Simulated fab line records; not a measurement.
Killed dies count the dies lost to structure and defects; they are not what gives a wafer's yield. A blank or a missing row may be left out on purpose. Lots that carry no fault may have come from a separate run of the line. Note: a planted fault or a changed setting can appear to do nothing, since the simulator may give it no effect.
fab line records + flow nandHarc
[record]
- lots = 6
- wafers = 18
- lastDay = 33
route steps=1302 shown A_WL_FILL@954
lots that met no fault: from a run of the same line without faults
startH: start of the lot's first displayed wafer, in hours after the record's first day + waitH: how many hours have passed since the lot's step before this one + " same as the row above + L1.1+2: a row that stands for several wafers + - either no value or no given start + * or withheld: withheld + < > ~ a bound
route shown NAME@n: NAME is a module with steps in the file, n the number in the route of the first one + usual: mean/standard deviation of fault-free wafers + same: alike in all rows + chamber/n: place in a boat + sites: readings site by site + _std_site: the values' standard deviation + _edge_site: the outer-site mean with the inner-site mean subtracted + radiusMm: for every site, how far away it sits from the centre of the wafer + mask NAME#n: copy n + behind: the most recent tool/chamber to have shaped the wafer + hold: what put the lot on hold/how long, in hours/how the hold closed + device: transistor that didn't switch, given as n, p or np + end of line: tests run on the same wafers once the route is complete + a step given without rows: its recipe and nothing more + killed: dies lost to structure and defects at the first sort, not the wafer's yield + map: a wafer's dies, marking killed ones x, the rest . and places with no die _
set.NAME: setting as actually run; set.NAME@STEP: the setting as run at that earlier step + model.NAME: the simulator's own value behind a step, which no gauge read
lots seen at some steps along the route; tables by step, rows by wafer
services: the hour from which a tool's chamber was out of use, counted from the record's first day as startH (under 0 if before that day), plus the number of hours and why
[[steps]]
[step NHARC_A_WL_FILL_ALD_02]
[recipe]
- targetThkA = 20
- pulseTimeS = 3
- aldCycles = 100
- tempC = 450
- material = TiN
[step NHARC_A_WL_FILL_CVD_03]
[recipe]
- targetThkA = 400
- tempC = 300
- pressureTorr = 40
- wf6FlowSccm = 40
- h2FlowSccm = 1600
- arFlowSccm = 1560
- timeS = 279
- material = W
[step NHARC_A_WL_FILL_ETCHBACK_04]
[recipe]
- targetDepthA = 600
- timeS = 120
- chemistry = NF3
[usual]
- drypumpMotorCurrentA = 5.6/0.37
- oesProductAu = 1.001/0.012
| lot.wafer | tool        | chamber | startH | waitH | drypumpMotorCurrentA | oesProductAu | rfHoursCounterH |
|-----------|-------------|---------|--------|-------|----------------------|--------------|-----------------|
| L863.1    | rieMetal-02 | 1       | 473.45 | 0.3   | 5.6                  | 0.991        | 0.1             |
| L863.4    | "           | 1       | "      | "     | 5.6                  | 1.012        | -               |
| L863.6    | "           | 0       | "      | "     | 5.8                  | 0.991        | -               |
| L870.1    | rieMetal-03 | 0       | 554.82 | 0.3   | 5.9                  | 1.017        | 0.5             |
| L870.3    | "           | 1       | "      | "     | 6.2                  | 1.029        | -               |
| L870.6    | "           | 1       | "      | "     | 6.2                  | 1.019        | -               |
| L877.2    | rieMetal-02 | 1       | 614.06 | 0.3   | 5.6                  | 0.994        | 2.4             |
| L877.3    | "           | 1       | "      | "     | 5.6                  | 0.998        | -               |
| L877.5    | "           | 0       | "      | "     | 5.8                  | 0.994        | -               |
| L878.1    | rieMetal-01 | 0       | 632.88 | 0.4   | 5.7                  | 0.996        | 0.3             |
| L878.4    | "           | 1       | "      | "     | 5.0                  | 1.006        | -               |
| L878.3    | "           | 0       | "      | "     | 5.7                  | 1.012        | -               |
| L879.2    | rieMetal-01 | 1       | 636.51 | 0.3   | 5.0                  | 1.010        | 0.5             |
| L879.4    | "           | 1       | "      | "     | 5.0                  | 1.000        | -               |
| L879.6    | "           | 1       | "      | "     | 5.0                  | 1.006        | -               |
| L884.2    | rieMetal-02 | 0       | 683.71 | 0.3   | 5.8                  | 0.984        | 0.9             |
| L884.1    | "           | 1       | "      | "     | 5.6                  | 1.002        | 0.9             |
| L884.5    | "           | 1       | "      | "     | 5.6                  | 1.005        | -               |
[step NHARC_A_WL_FILL_ETCHBACK_05]
[recipe]
- targetDepthA = 220
- timeS = 60
- tempC = 40
- chemistry = Cl2/BCl3
[usual]
- drypumpMotorCurrentA = 5.6/0.37
- oesProductAu = 1.001/0.013
| lot.wafer | tool        | chamber | startH | waitH | drypumpMotorCurrentA | oesProductAu | rfHoursCounterH |
|-----------|-------------|---------|--------|-------|----------------------|--------------|-----------------|
| L863.1    | rieMetal-02 | 0       | 473.71 | 0.2   | 5.8                  | 0.998        | 0.2             |
| L863.4    | "           | 1       | "      | "     | 5.6                  | 0.994        | -               |
| L863.6    | "           | 0       | "      | "     | 5.8                  | 0.993        | -               |
| L870.1    | rieMetal-03 | 0       | 555.03 | 0.2   | 5.9                  | 1.012        | 0.6             |
| L870.3    | "           | 0       | "      | "     | 5.9                  | 1.006        | -               |
| L870.6    | "           | 0       | "      | "     | 5.9                  | 0.999        | -               |
| L877.2    | rieMetal-02 | 1       | 614.31 | 0.2   | 5.6                  | 1.001        | 2.5             |
| L877.3    | "           | 1       | "      | "     | 5.6                  | 0.998        | -               |
| L877.5    | "           | 0       | "      | "     | 5.8                  | 0.985        | -               |
| L878.1    | rieMetal-01 | 0       | 633.10 | 0.2   | 5.7                  | 1.005        | 0.4             |
| L878.4    | "           | 1       | "      | "     | 5.0                  | 0.987        | -               |
| L878.3    | "           | 0       | "      | "     | 5.7                  | 1.007        | -               |
| L879.2    | rieMetal-01 | 0       | 636.75 | 0.2   | 5.7                  | 1.002        | 0.7             |
| L879.4    | "           | 0       | "      | "     | 5.7                  | 1.000        | -               |
| L879.6    | "           | 0       | "      | "     | 5.7                  | 1.005        | -               |
| L884.2    | rieMetal-02 | 1       | 683.95 | 0.2   | 5.6                  | 1.001        | 1.0             |
| L884.1    | "           | 0       | "      | "     | 5.8                  | 0.994        | 1.0             |
| L884.5    | "           | 0       | "      | "     | 5.8                  | 0.995        | -               |
[step NHARC_A_WL_FILL_STRIP_27]
[recipe]
- powerW = 1500
- tempC = 250
- timeS = 20
- chemistry = N2/H2
[usual]
- drypumpMotorCurrentA = 5.6/0.43
- heaterPowerW = 317/33
- rfReflPowerW = 21/3.6
| lot.wafer | tool           | chamber | startH | waitH | drypumpMotorCurrentA | heaterPowerW | rfHoursCounterH | rfReflPowerW |
|-----------|----------------|---------|--------|-------|----------------------|--------------|-----------------|--------------|
| L863.1    | plasmaAsher-02 | 1       | 473.86 | 0.1   | 5.0                  | 348          | 5               | -            |
| L863.4    | "              | 0       | "      | "     | 5.7                  | 332          | -               | -            |
| L863.6    | "              | 1       | "      | "     | 5.0                  | 349          | -               | -            |
| L870.1    | plasmaAsher-02 | 0       | 555.19 | 0.1   | 5.7                  | 347          | 20              | -            |
| L870.3    | "              | 1       | "      | "     | 5.0                  | 354          | -               | -            |
| L870.6    | "              | 1       | "      | "     | 5.0                  | 350          | -               | -            |
| L877.2    | plasmaAsher-02 | 0       | 614.45 | 0.1   | 5.7                  | 342          | 0               | -            |
| L877.3    | "              | 1       | "      | "     | 5.0                  | 343          | -               | -            |
| L877.5    | "              | 0       | "      | "     | 5.7                  | 345          | -               | -            |
| L878.1    | plasmaAsher-02 | 0       | 633.25 | 0.1   | 5.7                  | 344          | 4               | -            |
| L878.4    | "              | 1       | "      | "     | 5.0                  | 343          | -               | -            |
| L878.3    | "              | 0       | "      | "     | 5.7                  | 346          | -               | -            |
| L879.2    | plasmaAsher-02 | 0       | 636.89 | 0.1   | 5.7                  | 345          | 5               | -            |
| L879.4    | "              | 1       | "      | "     | 5.0                  | 347          | -               | -            |
| L879.6    | "              | 0       | "      | "     | 5.7                  | 342          | -               | -            |
| L884.1    | plasmaAsher-02 | 1       | 684.09 | 0.1   | 5.0                  | 341          | 15              | 20           |
| L884.2    | "              | 0       | "      | "     | 5.7                  | 340          | 15              | 26           |
| L884.5    | "              | 1       | "      | "     | 5.0                  | 350          | -               | 20           |
[step NHARC_A_WL_FILL_STRIP_28]
[recipe]
- timeS = 1200
- tempC = 72.5
- chemistry = postEtchResidueRemover
[step NHARC_A_WL_FILL_PRECLEAN_06]
[recipe]
- timeS = 300
- chemistry = DIW
[step NHARC_A_WL_FILL_SRD_07]
[step NHARC_A_WL_FILL_ANNEAL_08]
[recipe]
- tempC = 450
- timeS = 1800
[step NHARC_A_WL_FILL_ALD_10]
[recipe]
- targetThkA = 500
- pulseTimeS = 10
- aldCycles = 500
- tempC = 300
- material = SiO2
[usual]
- heaterPowerOuterW = 260/30
- heaterPowerW = 473/48
- precursorPulseHeightRel = 1.000/0.02
[same]
- aldCycles = 500
| lot.wafer | tool     | chamber | startH | waitH | heaterPowerOuterW | heaterPowerW | precursorPulseHeightRel |
|-----------|----------|---------|--------|-------|-------------------|--------------|-------------------------|
| L863.4    | aldHk-02 | 0       | 479.74 | 0.6   | 234               | 391          | 1.026                   |
| L863.1    | "        | 2       | 480.78 | 1.6   | 273               | 474          | 1.002                   |
| L863.6    | "        | 3       | "      | "     | 211               | 396          | 1.010                   |
| L870.3    | aldHk-02 | 2       | 559.78 | 0.0   | 265               | 472          | 0.982                   |
| L870.1    | "        | 1       | 562.88 | 3.1   | 225               | 430          | 0.989                   |
| L870.6    | "        | 3       | 564.94 | 5.2   | 213               | 413          | 1.013                   |
| L877.2    | aldHk-01 | 3       | 618.80 | 0.6   | 277               | 488          | 1.015                   |
| L877.3    | "        | 1       | 619.83 | 1.6   | 238               | 443          | 1.026                   |
| L877.5    | "        | 3       | 620.86 | 2.6   | 277               | 473          | 0.949                   |
| L878.4    | aldHk-03 | 1       | 639.52 | 0.0   | 259               | 477          | 1.014                   |
| L878.1    | "        | 2       | "      | "     | 267               | 515          | 1.035                   |
| L878.3    | "        | 0       | 641.09 | 1.6   | 310               | 569          | 0.999                   |
| L879.2    | aldHk-02 | 1       | 639.52 | 0.1   | 221               | 458          | 0.963                   |
| L879.4    | "        | 2       | "      | "     | 264               | 482          | 0.991                   |
| L879.6    | "        | 2       | 642.15 | 2.7   | 267               | 478          | 1.005                   |
| L884.1    | aldHk-03 | 3       | 689.51 | 0.1   | 284               | 509          | 1.001                   |
| L884.2    | "        | 1       | 690.54 | 1.1   | 264               | 467          | 0.987                   |
| L884.5    | "        | 3       | 691.56 | 2.1   | 283               | 501          | 1.003                   |
[step NHARC_A_WL_FILL_ETCHBACK_16]
[recipe]
- targetDepthA = 1200
- timeS = 24
- c4f8FlowSccm = withheld
- o2FlowSccm = 8
- arFlowSccm = withheld
- rfW = 600
- biasW = 800
- chemistry = C4F8/O2/Ar
[usual]
- oesProductAu = 0.984/0.024
- rfVppV = 724/4
| lot.wafer | tool       | chamber | startH | waitH | oesProductAu | rfHoursCounterH | rfVppV |
|-----------|------------|---------|--------|-------|--------------|-----------------|--------|
| L863.1    | rieDiel-08 | 2       | 483.87 | -     | 0.997        | 6.0             | 722    |
| L863.4    | "          | 0       | "      | "     | 1.005        | 5.7             | 721    |
| L863.6    | "          | 3       | "      | "     | 0.996        | -               | 729    |
| L870.1    | rieDiel-05 | 1       | 567.54 | -     | 0.973        | 4.6             | 717    |
| L870.3    | "          | 3       | "      | "     | 0.950        | 4.4             | 731    |
| L870.6    | "          | 0       | "      | "     | 0.964        | -               | 727    |
| L877.2    | rieDiel-08 | 0       | 622.92 | -     | 1.376        | 2.0             | 722    |
| L877.3    | "          | 1       | "      | "     | 0.998        | 2.7             | 724    |
| L877.5    | "          | 1       | "      | "     | 0.987        | -               | 725    |
| L878.3    | rieDiel-08 | 1       | 644.20 | -     | 0.993        | 3.3             | 725    |
| L878.4    | "          | 3       | "      | "     | 1.009        | 3.0             | 729    |
| L878.1    | "          | 0       | "      | "     | 1.378        | 2.8             | 721    |
| L879.2    | rieDiel-05 | 3       | 644.22 | -     | 0.989        | 1.4             | 731    |
| L879.4    | "          | 0       | "      | "     | 0.982        | 1.5             | 730    |
| L879.6    | "          | 2       | "      | "     | 0.992        | -               | 727    |
| L884.2    | rieDiel-05 | 2       | 694.14 | -     | 0.941        | 2.5             | 729    |
| L884.1    | "          | 3       | "      | "     | 0.912        | 2.4             | 731    |
| L884.5    | "          | 2       | "      | "     | 0.926        | -               | 725    |
[step NHARC_A_WL_FILL_STRIP_29]
[recipe]
- timeS = 20
- o2FlowSccm = 500
- arFlowSccm = 0
- biasW = 0
- chemistry = O2
[usual]
- drypumpMotorCurrentA = 6.1/0.38
- o2FlowSccm = 499.8/1.4
- oesProductAu = 1.002/0.0096
- rfVppV = 58.0/0.88
- showerheadPlenumPTorr = 3.57/0.13
- throttleValvePct = 17.036/0.0081
| lot.wafer | tool       | chamber | startH | waitH | drypumpMotorCurrentA | o2FlowSccm | oesProductAu | rfHoursCounterH | rfVppV | showerheadPlenumPTorr | throttleValvePct |
|-----------|------------|---------|--------|-------|----------------------|------------|--------------|-----------------|--------|-----------------------|------------------|
| L863.1    | rieDiel-08 | 2       | 483.97 | 0.1   | 6.7                  | 500.9      | 1.004        | 6.0             | 57.4   | 3.52                  | 17.028           |
| L863.4    | "          | 3       | "      | "     | 6.0                  | 500.2      | 1.004        | 6.0             | 58.1   | 3.72                  | 17.043           |
| L863.6    | "          | 3       | "      | "     | 6.0                  | 501.9      | 1.001        | -               | 58.7   | 3.72                  | 17.034           |
| L870.1    | rieDiel-05 | 0       | 567.63 | 0.1   | 5.8                  | 498.9      | 0.996        | 3.4             | 59.5   | 3.71                  | 17.031           |
| L870.3    | "          | 2       | "      | "     | 6.6                  | 502.0      | 1.017        | 4.4             | 57.5   | 3.65                  | 17.040           |
| L870.6    | "          | 0       | "      | "     | 5.8                  | 498.9      | 1.004        | -               | 59.9   | 3.71                  | 17.035           |
| L877.3    | rieDiel-08 | 0       | 623.02 | 0.1   | 5.5                  | 501.1      | 1.022        | 2.0             | 56.7   | 3.45                  | 17.043           |
| L877.2    | "          | 1       | "      | "     | 5.9                  | 499.0      | 0.998        | 2.7             | 57.6   | 3.57                  | 17.017           |
| L877.5    | "          | 1       | "      | "     | 5.9                  | 500.3      | 1.000        | -               | 59.3   | 3.57                  | 17.041           |
| L878.3    | rieDiel-08 | 3       | 644.30 | 0.1   | 6.0                  | 502.2      | 1.014        | 3.0             | 60.3   | 3.72                  | 17.033           |
| L878.1    | "          | 0       | "      | "     | 5.5                  | 500.3      | 1.019        | 2.8             | 57.0   | 3.45                  | 17.035           |
| L878.4    | "          | 1       | "      | "     | 6.0                  | 499.0      | 0.994        | 3.3             | 57.5   | 3.57                  | 17.038           |
| L879.2    | rieDiel-05 | 1       | 644.31 | 0.1   | 6.3                  | 500.0      | 0.995        | 1.5             | 56.9   | 3.34                  | 17.041           |
| L879.4    | "          | 0       | "      | "     | 5.9                  | 497.0      | 0.994        | 1.5             | 58.0   | 3.71                  | 17.034           |
| L879.6    | "          | 1       | "      | "     | 6.4                  | 499.6      | 0.997        | -               | 57.3   | 3.34                  | 17.029           |
| L884.1    | rieDiel-05 | 3       | 694.23 | 0.1   | 6.0                  | 501.4      | 0.994        | 2.4             | 58.2   | 3.78                  | 17.024           |
| L884.2    | "          | 0       | "      | "     | 5.8                  | 500.2      | 0.998        | 2.4             | 58.2   | 3.71                  | 17.043           |
| L884.5    | "          | 2       | "      | "     | 6.6                  | 500.4      | 1.005        | -               | 59.4   | 3.65                  | 17.051           |
[[services]]
| tool           | chamber | startH | hours | kind      |
|----------------|---------|--------|-------|-----------|
| rieDiel-08     | 0       | 450.33 | -     | clean     |
| rieDiel-08     | 1       | 450.33 | -     | clean     |
| rieDiel-08     | 2       | 450.33 | -     | clean     |
| rieDiel-08     | 3       | 450.33 | -     | clean     |
| plasmaAsher-02 | -       | 452.03 | 14.8  | repair    |
| rieMetal-02    | -       | 454.07 | 9.0   | pm        |
| rieMetal-02    | 0       | 454.07 | 9.0   | ventCycle |
| rieMetal-02    | 1       | 454.07 | 9.0   | ventCycle |
| rieMetal-02    | 0       | 463.07 | -     | clean     |
| plasmaAsher-02 | -       | 501.49 | 0.6   | repair    |
| rieMetal-03    | -       | 519.00 | 9.0   | pm        |
| rieDiel-05     | 0       | 523.08 | 1.5   | repair    |
| aldHk-02       | -       | 528.47 | 10.0  | pm        |
| plasmaAsher-02 | -       | 535.60 | 8.6   | repair    |
| rieDiel-08     | -       | 544.80 | 9.0   | pm        |
| rieDiel-05     | 0       | 552.73 | 8.8   | repair    |
| aldHk-03       | -       | 572.19 | 10.0  | pm        |
| rieDiel-05     | -       | 583.60 | 9.0   | pm        |
| plasmaAsher-02 | -       | 603.23 | 9.0   | pm        |
| rieMetal-01    | -       | 609.81 | 9.0   | pm        |
| rieMetal-03    | -       | 628.89 | 0.4   | repair    |
| rieDiel-08     | 1       | 628.94 | 9.7   | repair    |
| rieMetal-02    | -       | 631.07 | 9.0   | pm        |
| aldHk-01       | -       | 681.90 | 0.3   | repair    |
[[key]]
[firstSign]
- step = NHARC_A_WL_FILL_ETCHBACK_16
- reading = oesProductAu
- direction = up
- sigmas = 16
- usual = 0.984
- struck = 1.377
effect none on later readings
metAt NHARC_A_WL_FILL_ETCHBACK_16
struckWafers L877.2,L878.1
testerLeftOut L877,L878
onsetBetween 483.87 622.92
[fault]
- kind = processParameterDrift
- tool = rieDiel-08
- chamber = 0
- onsetH = 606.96
- steps = NHARC_A_WL_FILL_ETCHBACK_16
- channel = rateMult
- offset = 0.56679
- shape = step
- endH = 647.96
// testerLeftOut: of these lots the tester's yield and bins aren't shown, on N5 and GAA mostly nor the transistor test; their killed dies are dies lost to structure and defects alone, not to doping, threshold or leakage, so they don't give the yield
